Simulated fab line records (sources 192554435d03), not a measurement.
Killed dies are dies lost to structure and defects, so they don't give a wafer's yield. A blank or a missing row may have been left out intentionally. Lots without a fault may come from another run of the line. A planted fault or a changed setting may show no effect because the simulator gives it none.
Which tool is to blame?	flow n5_finfet	24 lots, 72 wafers sampled, at 6 steps of a route of 1938

== WHAT THE GAUGES SHOWED, per wafer ==
N5_BEOL_M14_THK_MEAS_01.
lot	measured	on	M14_ILD_THK (nm)
L075	day 10 16:40	film_metro-01	1091 1094 1091
L074	day 11 08:42	film_metro-01	1111 1123 1131
L077	day 11 08:51	film_metro-01	1129 1132 1109
L076	day 11 11:08	film_metro-02	1118 1119 1138
L079	day 11 22:05	film_metro-01	1102 1132 1149
L078	day 12 01:57	film_metro-01	1113 1118 1132
L080	day 12 07:26	film_metro-01	1116 1145 1127
L081	day 12 11:37	film_metro-01	1085 1108 1142
L082	day 12 12:29	film_metro-01	1089 1091 1129
L083	day 12 23:32	film_metro-01	1135 1132 1122
L084	day 13 13:23	film_metro-01	1065 1115 1135
L085	day 13 17:17	film_metro-01	1087 1074 1099
L086	day 14 05:19	film_metro-02	1117 1125 1136
L087	day 14 19:08	film_metro-01	1072 1095 1122
L089	day 15 04:03	film_metro-02	1127 1130 1135
L088	day 15 04:19	film_metro-02	1116 1141 1108
L090	day 15 11:08	film_metro-02	1126 1131 1131
L091	day 15 11:33	film_metro-01	1088 1128 1136
L093	day 16 01:51	film_metro-02	1114 1123 1111
L094	day 16 02:15	film_metro-02	1120 1131 1140
L092	day 16 02:43	film_metro-01	1149 1109 1124
L095	day 16 04:01	film_metro-01	1116 1140 1129
L096	day 16 18:20	film_metro-02	1119 1128 1121
L097	day 17 14:48	film_metro-02	1086 1110 1123

N5_BEOL_M15_CD_MEAS_10: target cd 360 nm.
lot	measured	on	cd_nm (nm)
L075	day 10 21:44	cd_sem-02	360.5 359.4 362.8
L074	day 11 13:29	cd_sem-01	361.2 359.6 359.4
L077	day 11 14:07	cd_sem-03	362.2 363.7 362.4
L076	day 11 17:34	cd_sem-02	359.2 361.6 360.7
L079	day 12 02:44	cd_sem-02	360.8 358.5 359.3
L078	day 12 06:49	cd_sem-03	360.8 359.7 359.9
L080	day 12 13:15	cd_sem-02	361.0 360.5 363.5
L081	day 12 22:25	cd_sem-03	362.5 362.8 363.2
L082	day 12 22:34	cd_sem-01	358.6 360.7 360.0
L083	day 13 05:37	cd_sem-02	362.4 361.7 359.8
L084	day 13 21:50	cd_sem-03	360.9 362.7 359.8
L085	day 13 22:34	cd_sem-01	360.5 362.1 359.8
L086	day 14 10:41	cd_sem-01	359.0 357.7 358.8
L087	day 15 05:21	cd_sem-02	358.5 359.6 359.3
L089	day 15 08:35	cd_sem-03	358.7 358.6 359.4
L088	day 15 08:56	cd_sem-02	357.9 355.0 357.8
L090	day 15 17:37	cd_sem-03	357.9 359.5 361.2
L091	day 15 18:18	cd_sem-03	359.2 360.4 359.8
L093	day 16 10:37	cd_sem-03	362.4 359.7 361.6
L094	day 16 10:59	cd_sem-01	361.9 360.9 360.1
L092	day 16 11:31	cd_sem-03	362.2 360.9 358.7
L095	day 16 15:29	cd_sem-01	361.0 359.3 360.0
L096	day 17 00:28	cd_sem-01	361.0 363.2 361.1
L097	day 17 23:35	cd_sem-01	363.6 362.3 359.6

== WHICH TOOL RAN EACH LOT (tool, then ch and the chambers of the sampled wafers, then the start) ==
lot	N5_BEOL_M14_VIA_ETCH_16	N5_BEOL_M14_DESCUM_33	N5_BEOL_M14_ETCH_68	N5_BEOL_M14_SPUTTER_45
L075	rie_diel-02 ch 1,3, day 10 17:08	rie_diel-06 ch 0,3, day 10 18:07	rie_diel-06 ch 0,3, day 10 18:17	pvd_sputter-03, day 10 19:57
L074	rie_diel-05 ch 0,3, day 11 09:14	rie_diel-02 ch 1,2,3, day 11 10:01	rie_diel-02 ch 1,2,3, day 11 10:11	pvd_sputter-01, day 11 11:49
L077	rie_diel-06 ch 0,1,3, day 11 09:23	rie_diel-06 ch 0,1,3, day 11 10:33	rie_diel-06 ch 0,1,3, day 11 10:44	pvd_sputter-02, day 11 12:18
L076	rie_diel-05 ch 0,1,2, day 11 11:45	rie_diel-06 ch 0,1,2, day 11 12:38	rie_diel-06 ch 0,1,2, day 11 12:49	pvd_sputter-01, day 11 15:48
L079	rie_diel-06 ch 0,2,3, day 11 22:48	rie_diel-05 ch 0,1,3, day 11 23:34	rie_diel-05 ch 0,1,3, day 11 23:45	pvd_sputter-01, day 12 01:02
L078	rie_diel-02 ch 0,2,3, day 12 02:34	rie_diel-06 ch 0,2,3, day 12 03:49	rie_diel-06 ch 0,2,3, day 12 03:59	pvd_sputter-02, day 12 05:02
L080	rie_diel-05 ch 0,2, day 12 08:03	rie_diel-05 ch 1,2, day 12 09:01	rie_diel-05 ch 1,2, day 12 09:11	pvd_sputter-03, day 12 11:14
L081	rie_diel-02 ch 0,3, day 12 12:14	rie_diel-02 ch 0,3, day 12 13:24	rie_diel-02 ch 0,3, day 12 13:35	pvd_sputter-02, day 12 20:38
L082	rie_diel-06 ch 0,3, day 12 13:05	rie_diel-06 ch 1,3, day 12 14:14	rie_diel-06 ch 1,3, day 12 14:25	pvd_sputter-03, day 12 20:47
L083	rie_diel-02 ch 0,2, day 13 00:10	rie_diel-05 ch 2,3, day 13 01:05	rie_diel-05 ch 2,3, day 13 01:16	pvd_sputter-02, day 13 03:51
L084	rie_diel-06 ch 0,1,2, day 13 13:59	rie_diel-06 ch 0,1,2, day 13 14:45	rie_diel-06 ch 0,1,2, day 13 14:56	pvd_sputter-03, day 13 20:04
L085	rie_diel-05 ch 0,2,3, day 13 17:53	rie_diel-05 ch 0,1,3, day 13 18:53	rie_diel-05 ch 0,1,3, day 13 19:04	pvd_sputter-01, day 13 20:25
L086	rie_diel-06 ch 0,2, day 14 05:47	rie_diel-02 ch 2,3, day 14 06:41	rie_diel-02 ch 2,3, day 14 06:52	pvd_sputter-01, day 14 08:27
L087	rie_diel-06 ch 0,2,3, day 14 19:46	rie_diel-02 ch 1,2, day 14 21:11	rie_diel-02 ch 1,2, day 14 21:22	pvd_sputter-03, day 15 01:39
L089	rie_diel-06 ch 1,2,3, day 15 04:34	rie_diel-05 ch 0,1,2, day 15 05:34	rie_diel-05 ch 0,1,2, day 15 05:45	pvd_sputter-03, day 15 06:55
L088	rie_diel-05 ch 0,1,2, day 15 04:48	rie_diel-02 ch 0,2,3, day 15 05:41	rie_diel-02 ch 0,2,3, day 15 05:52	pvd_sputter-01, day 15 07:09
L090	rie_diel-06 ch 1,2,3, day 15 11:45	rie_diel-02 ch 0,1,2, day 15 12:38	rie_diel-02 ch 0,1,2, day 15 12:49	pvd_sputter-01, day 15 15:49
L091	rie_diel-05 ch 1,2,3, day 15 12:09	rie_diel-05 ch 0,1,2, day 15 12:55	rie_diel-05 ch 0,1,2, day 15 13:06	pvd_sputter-01, day 15 16:25
L093	rie_diel-05 ch 1,2,3, day 16 02:20	rie_diel-02 ch 0,1,3, day 16 03:16	rie_diel-02 ch 0,1,3, day 16 03:27	pvd_sputter-01, day 16 08:50
L094	rie_diel-02 ch 2,3, day 16 02:52	rie_diel-06 ch 1,2, day 16 03:46	rie_diel-06 ch 1,2, day 16 03:56	pvd_sputter-02, day 16 09:12
L092	rie_diel-06 ch 0,1,3, day 16 03:12	rie_diel-05 ch 1,2,3, day 16 04:22	rie_diel-05 ch 1,2,3, day 16 04:33	pvd_sputter-02, day 16 09:31
L095	rie_diel-02 ch 0,1,3, day 16 04:49	rie_diel-05 ch 0,1,3, day 16 05:35	rie_diel-05 ch 0,1,3, day 16 05:46	pvd_sputter-03, day 16 13:43
L096	rie_diel-06 ch 0,1,2, day 16 18:49	rie_diel-05 ch 0,1,3, day 16 19:40	rie_diel-05 ch 0,1,3, day 16 19:51	pvd_sputter-01, day 16 22:02
L097	rie_diel-02 ch 0,3, day 17 15:17	rie_diel-06 ch 0,1,2, day 17 16:02	rie_diel-06 ch 0,1,2, day 17 16:14	pvd_sputter-02, day 17 21:52
- N5_BEOL_M14_VIA_ETCH_16: etches SiO2 in C4F8/O2/Ar, target depth 1231.3 nm.
- N5_BEOL_M14_DESCUM_33: chemistry O2, time 7.9 s.
- N5_BEOL_M14_ETCH_68: etches SOC in N2/H2, time 450 s.
- N5_BEOL_M14_SPUTTER_45: material Cu, target thk 100 nm, time 16.67 s.

== AS READ BY THE TOOLS THEMSELVES (means over the sampled wafers that have a number; for cases with no such wafer, the mark the record gives instead) ==
N5_BEOL_M14_VIA_ETCH_16.
lot	tool	drypump_motor_current_A (A)	mfc_ar_sccm (sccm)	oes_product_au (a.u.)	rf_vpp_V (V)	showerhead_plenum_p_Torr (Torr)	throttle_valve_pct (%)
L075	rie_diel-02	5.9	398.5	0.68	2229	3.47	30.7
L074	rie_diel-05	5.3	400.8	0.73	2197	3.37	30.7
L077	rie_diel-06	5.6	400.5	0.76	2229	3.50	30.6
L076	rie_diel-05	5.3	400.1	0.72	2194	3.39	30.6
L079	rie_diel-06	6.0	399.9	0.67	2217	3.46	31.0
L078	rie_diel-02	5.6	400.1	0.72	2244	3.45	30.4
L080	rie_diel-05	5.3	399.6	0.68	2200	3.38	30.9
L081	rie_diel-02	5.8	399.2	0.70	2205	3.41	30.6
L082	rie_diel-06	6.1	401.1	0.67	2254	3.54	30.8
L083	rie_diel-02	5.6	399.9	0.73	2256	3.42	30.5
L084	rie_diel-06	5.5	399.8	0.82	2204	3.55	30.8
L085	rie_diel-05	5.4	401.0	0.71	2214	3.39	30.9
L086	rie_diel-06	6.0	401.3	0.83	2204	3.65	31.2
L087	rie_diel-06	6.0	401.7	0.82	2228	3.59	30.9
L089	rie_diel-06	6.1	401.1	0.84	2193	3.50	30.9
L088	rie_diel-05	5.2	401.0	0.69	2193	3.37	30.6
L090	rie_diel-06	6.0	400.1	0.83	2194	3.50	30.9
L091	rie_diel-05	5.3	399.8	0.72	2207	3.39	30.6
L093	rie_diel-05	5.3	399.8	0.72	2207	3.39	30.6
L094	rie_diel-02	5.7	400.2	0.69	2230	3.47	30.5
L092	rie_diel-06	5.6	400.5	0.79	2227	3.47	30.6
L095	rie_diel-02	5.8	399.9	0.71	2238	3.41	30.7
L096	rie_diel-06	5.5	400.4	0.76	2202	3.53	30.9
L097	rie_diel-02	5.8	401.2	0.67	2204	3.38	30.6

N5_BEOL_M14_DESCUM_33.
lot	tool	drypump_motor_current_A (A)	oes_product_au (a.u.)	rf_vpp_V (V)	showerhead_plenum_p_Torr (Torr)	throttle_valve_pct (%)
L075	rie_diel-06	5.5	0.80	244.3	2.21	20.4
L074	rie_diel-02	5.7	0.77	243.0	2.16	20.3
L077	rie_diel-06	5.6	0.84	244.1	2.15	20.3
L076	rie_diel-06	5.5	0.83	243.2	2.08	20.4
L079	rie_diel-05	5.1	0.85	241.3	2.04	20.0
L078	rie_diel-06	6.0	0.75	243.1	2.13	20.7
L080	rie_diel-05	5.4	0.78	243.6	2.07	20.2
L081	rie_diel-02	5.8	0.78	242.8	2.07	20.2
L082	rie_diel-06	5.6	0.84	242.8	2.09	20.4
L083	rie_diel-05	5.6	0.80	244.3	2.08	20.3
L084	rie_diel-06	5.5	0.91	244.3	2.17	20.4
L085	rie_diel-05	5.2	0.83	242.7	2.04	20.0
L086	rie_diel-02	5.6	0.77	243.0	2.13	20.2
L087	rie_diel-02	5.6	0.84	243.9	2.20	20.2
L089	rie_diel-05	5.3	0.76	242.6	2.04	20.2
L088	rie_diel-02	5.6	0.77	242.3	2.11	20.2
L090	rie_diel-02	5.7	0.82	243.3	2.13	20.2
L091	rie_diel-05	5.3	0.76	242.5	2.04	20.2
L093	rie_diel-02	5.8	0.79	243.0	2.08	20.2
L094	rie_diel-06	6.0	0.89	244.1	2.17	20.6
L092	rie_diel-05	5.3	0.80	242.2	2.05	20.2
L095	rie_diel-05	5.2	0.81	242.5	2.03	20.1
L096	rie_diel-05	5.2	0.80	241.1	2.03	20.1
L097	rie_diel-06	5.5	0.84	244.0	2.15	20.4

N5_BEOL_M14_ETCH_68.
lot	tool	drypump_motor_current_A (A)	h2_flow_sccm (sccm)	oes_product_au (a.u.)	rf_vpp_V (V)	showerhead_plenum_p_Torr (Torr)	throttle_valve_pct (%)
L075	rie_diel-06	5.5	199.8	0.82	527.8	2.66	17.57
L074	rie_diel-02	5.7	200.3	0.77	526.3	2.61	17.62
L077	rie_diel-06	5.6	200.7	0.83	525.0	2.59	17.55
L076	rie_diel-06	5.5	199.6	0.83	523.1	2.52	17.67
L079	rie_diel-05	5.2	200.4	0.84	522.6	2.48	17.40
L078	rie_diel-06	6.1	200.0	0.74	524.1	2.56	17.89
L080	rie_diel-05	5.3	199.3	0.79	524.3	2.52	17.52
L081	rie_diel-02	5.8	199.5	0.78	524.2	2.52	17.57
L082	rie_diel-06	5.6	199.9	0.83	524.2	2.52	17.54
L083	rie_diel-05	5.6	199.9	0.79	523.8	2.53	17.62
L084	rie_diel-06	5.5	200.1	0.90	525.9	2.63	17.56
L085	rie_diel-05	5.2	200.2	0.82	521.9	2.47	17.41
L086	rie_diel-02	5.7	199.2	0.77	524.6	2.58	17.56
L087	rie_diel-02	5.6	199.3	0.84	526.7	2.65	17.40
L089	rie_diel-05	5.3	200.6	0.77	522.2	2.47	17.52
L088	rie_diel-02	5.6	200.3	0.78	524.1	2.55	17.48
L090	rie_diel-02	5.7	200.1	0.82	524.7	2.57	17.45
L091	rie_diel-05	5.3	200.1	0.77	521.8	2.47	17.53
L093	rie_diel-02	5.8	199.5	0.80	523.7	2.52	17.60
L094	rie_diel-06	6.0	199.9	0.89	526.1	2.63	17.76
L092	rie_diel-05	5.3	200.2	0.79	522.6	2.49	17.48
L095	rie_diel-05	5.2	200.3	0.80	522.0	2.46	17.47
L096	rie_diel-05	5.2	199.3	0.80	520.7	2.46	17.47
L097	rie_diel-06	5.5	200.2	0.84	525.8	2.61	17.63

N5_BEOL_M14_SPUTTER_45.
lot	tool	chamber_pressure_pa (Pa)	throttle_valve_pct (%)
L075	pvd_sputter-03	0.12979	30.3
L074	pvd_sputter-01	0.12969	31.4
L077	pvd_sputter-02	0.13005	30.0
L076	pvd_sputter-01	0.12993	30.3
L079	pvd_sputter-01	0.13008	31.4
L078	pvd_sputter-02	0.13021	29.0
L080	pvd_sputter-03	0.13001	29.6
L081	pvd_sputter-02	0.13003	28.5
L082	pvd_sputter-03	0.12985	30.6
L083	pvd_sputter-02	0.12995	28.9
L084	pvd_sputter-03	0.13011	30.3
L085	pvd_sputter-01	0.13005	30.4
L086	pvd_sputter-01	0.12973	29.8
L087	pvd_sputter-03	0.12992	29.7
L089	pvd_sputter-03	0.13020	29.8
L088	pvd_sputter-01	0.12977	30.8
L090	pvd_sputter-01	0.12981	31.3
L091	pvd_sputter-01	0.12991	30.4
L093	pvd_sputter-01	0.12965	31.0
L094	pvd_sputter-02	0.13009	29.4
L092	pvd_sputter-02	0.13004	29.0
L095	pvd_sputter-03	0.12993	30.0
L096	pvd_sputter-01	0.12988	30.9
L097	pvd_sputter-02	0.12992	29.8

== THE ANSWER, worked out from the rows above alone ==
Rule: the lots themselves supply what counts as usual. The widest of any qualifying gaps counts: lots, ordered by their means at a reading, are off when they make up no more than a third of the lots, leave a main group of 4 or more, and stand apart from it by 3 or more times the standard deviation of that group's means. A main group whose means are all the same, to the digits that the tables above print for the reading, isn't used. A lot without any number at a reading at which 4 lots or more have one is off too. Where the step has rows for the other lots, those lots are counted as sound. After the gauges, taken in route order, come the tools' own readings; for these a lot's mean is taken, as printed above. The first step at which some lot is off is used, and at that step the reading that is off furthest; a lot without a number counts as furthest.
None of the lots is off at any reading shown; this tells nothing.

== WHAT THE SIMULATOR HAD INSERTED ==
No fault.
